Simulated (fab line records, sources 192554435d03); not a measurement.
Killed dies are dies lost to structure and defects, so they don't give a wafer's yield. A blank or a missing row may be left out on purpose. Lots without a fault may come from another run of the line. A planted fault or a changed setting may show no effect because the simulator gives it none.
Which tool did it? | flow n5_finfet | 12 lots, 28 wafers sampled, at 5 steps of a route of 1938

WHAT THE GAUGES READ, wafer by wafer
N5_BEOL_M13_THK_MEAS_50: measures by xrf. Usual: M13_THK 428 nm, standard deviation 8.7.
lot  | measured     | on            | M13_THK (nm) | flag
L646 | day 11 10:15 | film_metro-01 | 436 437      |
L645 | day 11 10:47 | film_metro-02 | 425 426 429  |
L649 | day 12 10:51 | film_metro-01 | 430 414 436  |
L650 | day 13 01:53 | film_metro-01 | 434 429      |
L656 | day 14 10:29 | film_metro-02 | 430 432      |
L659 | day 14 23:20 | film_metro-02 | 402 423      |
L658 | day 14 23:34 | film_metro-02 | 421 422      |
L657 | day 15 02:27 | film_metro-02 | 437 438      |
L660 | day 15 03:33 | film_metro-01 | 431 430      |
L662 | day 15 16:50 | film_metro-01 | 433 434      |
L665 | day 16 14:07 | film_metro-01 | 426 430 425  |
L666 | day 16 17:41 | film_metro-02 | 435 436 436  |

N5_BEOL_M13_RS_MEAS_54: measures by four-point-probe. Usual: M13_RS 0.0447 ohm/sq, standard deviation 0.0009.
lot  | measured     | on            | M13_RS (ohm/sq)      | flag
L646 | day 11 10:23 | film_metro-01 | 0.0448 0.0449        |
L645 | day 11 10:55 | film_metro-01 | 0.0446 0.0447 0.0445 |
L649 | day 12 10:59 | film_metro-01 | 0.0444 0.0461 0.0441 |
L650 | day 13 02:01 | film_metro-02 | 0.0444 0.0449        |
L656 | day 14 10:37 | film_metro-01 | 0.0442 0.0440        |
L659 | day 14 23:28 | film_metro-02 | 0.0475 0.0451        |
L658 | day 14 23:41 | film_metro-02 | 0.0452 0.0448        |
L657 | day 15 02:34 | film_metro-02 | 0.0441 0.0436        |
L660 | day 15 03:41 | film_metro-01 | 0.0449 0.0448        |
L662 | day 15 16:58 | film_metro-01 | 0.0441 0.0438        |
L665 | day 16 14:15 | film_metro-02 | 0.0449 0.0445 0.0448 |
L666 | day 16 17:49 | film_metro-02 | 0.0438 0.0437 0.0438 |

N5_BEOL_M14_THK_MEAS_01. Usual: M14_ILD_THK 1120 nm, standard deviation 17.
lot  | measured     | on            | M14_ILD_THK (nm) | flag
L646 | day 11 10:38 | film_metro-02 | 1118 1100        |
L645 | day 11 11:11 | film_metro-01 | 1110 1125 1149   |
L649 | day 12 11:19 | film_metro-01 | 1127 1137 1151   |
L650 | day 13 02:16 | film_metro-01 | 1118 1120        |
L656 | day 14 10:52 | film_metro-02 | 1136 1572        | OFF
L659 | day 14 23:43 | film_metro-02 | 1113 1129        |
L658 | day 15 00:01 | film_metro-02 | 1108 1540        | OFF
L657 | day 15 02:55 | film_metro-02 | 1132 1553        | OFF
L660 | day 15 03:56 | film_metro-02 | 1117 1130        |
L662 | day 15 17:13 | film_metro-01 | 1078 1108        |
L665 | day 16 14:30 | film_metro-02 | 1118 1102 1128   |
L666 | day 16 18:04 | film_metro-02 | 1120 1110 1142   |

WHICH TOOL RAN EACH LOT (tool, then ch and the chambers of the sampled wafers, then the start)
lot  | N5_BEOL_M13_ETCH_67                | N5_BEOL_M14_ILD_DEP_00
L646 | rie_diel-06 ch 2, day 11 07:09     | pecvd-03 ch 0,2, day 11 10:26
L645 | rie_diel-06 ch 0,3, day 11 07:46   | pecvd-03 ch 0,1, day 11 10:59
L649 | rie_diel-06 ch 0,1,3, day 12 07:05 | pecvd-01 ch 1,2, day 12 11:03
L650 | rie_diel-04 ch 2,3, day 12 15:06   | pecvd-02 ch 0,1, day 13 02:05
L656 | rie_diel-04 ch 1,3, day 14 08:11   | pecvd-03 ch 0,2, day 14 10:46
L659 | rie_diel-06 ch 1,3, day 14 15:15   | pecvd-02 ch 0, day 14 23:32
L658 | rie_diel-06 ch 0,3, day 14 15:48   | pecvd-03 ch 0,1, day 14 23:45
L657 | rie_diel-03 ch 0,2, day 14 15:50   | pecvd-03 ch 0, day 15 02:38
L660 | rie_diel-06 ch 0,3, day 15 00:57   | pecvd-01 ch 0,1, day 15 03:49
L662 | rie_diel-03 ch 2, day 15 12:42     | pecvd-01 ch 2, day 15 17:01
L665 | rie_diel-06 ch 1,2,3, day 16 11:35 | pecvd-01 ch 0,1,2, day 16 14:19
L666 | rie_diel-04 ch 0,1,3, day 16 15:39 | pecvd-02 ch 0,2, day 16 17:52
- N5_BEOL_M13_ETCH_67: etches SiARC in CF4, target depth 143 nm, time 238.3 s.
- N5_BEOL_M14_ILD_DEP_00: deposits SiO2 from TEOS/O2, target thk 1119.3 nm, time 237.4 s.

WHAT THE TOOLS THEMSELVES READ (means of the sampled wafers that have a number; where no wafer has one, the mark that the record gives instead)
N5_BEOL_M13_ETCH_67. Usual: bias_w 36.01 W, standard deviation 0.1; chamber_pressure_mTorr 40.00 mTorr, standard deviation 0.035; drypump_motor_current_A 5.8 A, standard deviation 0.56; etch_rf_on_time_s 235 s, standard deviation 4.4; oes_product_au 0.71 a.u., standard deviation 0.062; rf_vpp_V 184.6 V, standard deviation 1.1; showerhead_plenum_p_Torr 2.19 Torr, standard deviation 0.059; throttle_valve_pct 15.46 %, standard deviation 0.23.
lot  | tool        | bias_w (W) | chamber_pressure_mTorr (mTorr) | drypump_motor_current_A (A) | etch_rf_on_time_s (s) | oes_product_au (a.u.) | rf_vpp_V (V) | showerhead_plenum_p_Torr (Torr) | throttle_valve_pct (%) | flag
L646 | rie_diel-06 | 35.98      | 40.02                          | 5.5                         | 234                   | 0.75                  | 183.2        | 2.10                            | 15.18                  |
L645 | rie_diel-06 | 36.05      | 40.00                          | 5.9                         | 239                   | 0.68                  | 184.6        | 2.15                            | 15.49                  |
L649 | rie_diel-06 | 36.05      | 40.02                          | 6.2                         | 238                   | 0.65                  | 185.3        | 2.17                            | 15.61                  |
L650 | rie_diel-04 | 36.05      | 40.00                          | 5.5                         | 237                   | 0.72                  | 185.2        | 2.22                            | 15.36                  |
L656 | rie_diel-04 | 35.90      | 40.02                          | 5.1                         | 234                   | 0.73                  | 184.4        | 2.18                            | 15.18                  |
L659 | rie_diel-06 | 36.00      | 39.97                          | 6.4                         | 238                   | 0.60                  | 184.4        | 2.16                            | 15.76                  |
L658 | rie_diel-06 | 36.13      | 39.97                          | 6.0                         | 239                   | 0.67                  | 184.0        | 2.15                            | 15.50                  |
L657 | rie_diel-03 | 35.91      | 39.99                          | 5.5                         | 232                   | 0.77                  | 185.6        | 2.27                            | 15.40                  |
L660 | rie_diel-06 | 36.14      | 40.02                          | 6.0                         | 238                   | 0.67                  | 184.5        | 2.15                            | 15.52                  |
L662 | rie_diel-03 | 36.01      | 40.03                          | 5.1                         | 226                   | 0.77                  | 185.6        | 2.28                            | 15.43                  |
L665 | rie_diel-06 | 36.05      | 40.01                          | 6.1                         | 231                   | 0.72                  | 184.0        | 2.14                            | 15.44                  |
L666 | rie_diel-04 | 36.09      | 39.97                          | 5.5                         | 236                   | 0.70                  | 183.7        | 2.17                            | 15.40                  |

N5_BEOL_M14_ILD_DEP_00. Usual: chamber_pressure_Torr 6.500 Torr, standard deviation 0.017; heater_power_w 590 W, standard deviation 120; run_length_s 280.1 s, standard deviation 0.56; showerhead_plenum_p_Torr 8.35 Torr, standard deviation 0.036; throttle_valve_pct 19.0 %, standard deviation 0.93.
lot  | tool     | chamber_pressure_Torr (Torr) | heater_power_w (W) | run_length_s (s) | showerhead_plenum_p_Torr (Torr) | throttle_valve_pct (%) | flag
L646 | pecvd-03 | 6.469                        | 568                | 279.9            | 8.34                            | 17.9                   |
L645 | pecvd-03 | 6.504                        | 628                | 280.2            | 8.34                            | 19.1                   |
L649 | pecvd-01 | 6.488                        | 578                | 281.0            | 8.38                            | 20.2                   |
L650 | pecvd-02 | 6.509                        | 667                | 279.9            | 8.39                            | 19.2                   |
L656 | pecvd-03 | 6.495                        | 648                | 323.8            | 8.35                            | 17.9                   | OFF
L659 | pecvd-02 | 6.484                        | 541                | 279.9            | 8.38                            | 18.8                   |
L658 | pecvd-03 | 6.524                        | 720                | 324.5            | 8.35                            | 19.0                   | OFF
L657 | pecvd-03 | 6.512                        | 586                | 324.4            | 8.36                            | 18.4                   | OFF
L660 | pecvd-01 | 6.509                        | 422                | 280.4            | 8.34                            | 20.4                   |
L662 | pecvd-01 | 6.498                        | 558                | 280.8            | 8.39                            | 18.7                   |
L665 | pecvd-01 | 6.482                        | 448                | 280.6            | 8.34                            | 19.8                   |
L666 | pecvd-02 | 6.509                        | 509                | 280.0            | 8.38                            | 18.8                   |

THE ANSWER, worked out from the rows above alone
Rule: a lot is off if the mean of its wafers that have a number lies more than 3 standard deviations from the usual mean. A lot without any number at a reading at which 4 lots or more have one is off too. The other lots that the step has rows for count as sound. The gauges are gone through in route order, then the tools' own readings, and for those a lot's mean is taken as printed above. The first step at which some lot is off is used, and at that step the reading that is off furthest; a lot without a number counts as furthest.
Off: L656, L658, L657, at N5_BEOL_M14_THK_MEAS_01 (M14_ILD_THK).
A tool fits if, at a process step before that reading, it ran every lot that is off, and no sound lot after the first of them. The gauges at N5_BEOL_M14_THK_MEAS_01 aren't tried: what is off there is off at N5_BEOL_M14_ILD_DEP_00 too, on other tools, and a gauge's error can't cause that. One fits: pecvd-03 at N5_BEOL_M14_ILD_DEP_00. Its last sound lot is L645 (day 11 10:59), its first lot that is off L656 (day 14 10:46): a fault that began between those two fits.
The tool's own readings at N5_BEOL_M14_ILD_DEP_00 bear it out: on the lots that are off they differ by more than 5 times the standard deviation of the sound lots' means. run_length_s reads 324.2 s there against 280.3 s on the sound lots.

WHAT THE SIMULATOR HAD PUT IN
Process parameter drift: pecvd-03, from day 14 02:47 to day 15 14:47, at N5_BEOL_M14_ILD_DEP_00. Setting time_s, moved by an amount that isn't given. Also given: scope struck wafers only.
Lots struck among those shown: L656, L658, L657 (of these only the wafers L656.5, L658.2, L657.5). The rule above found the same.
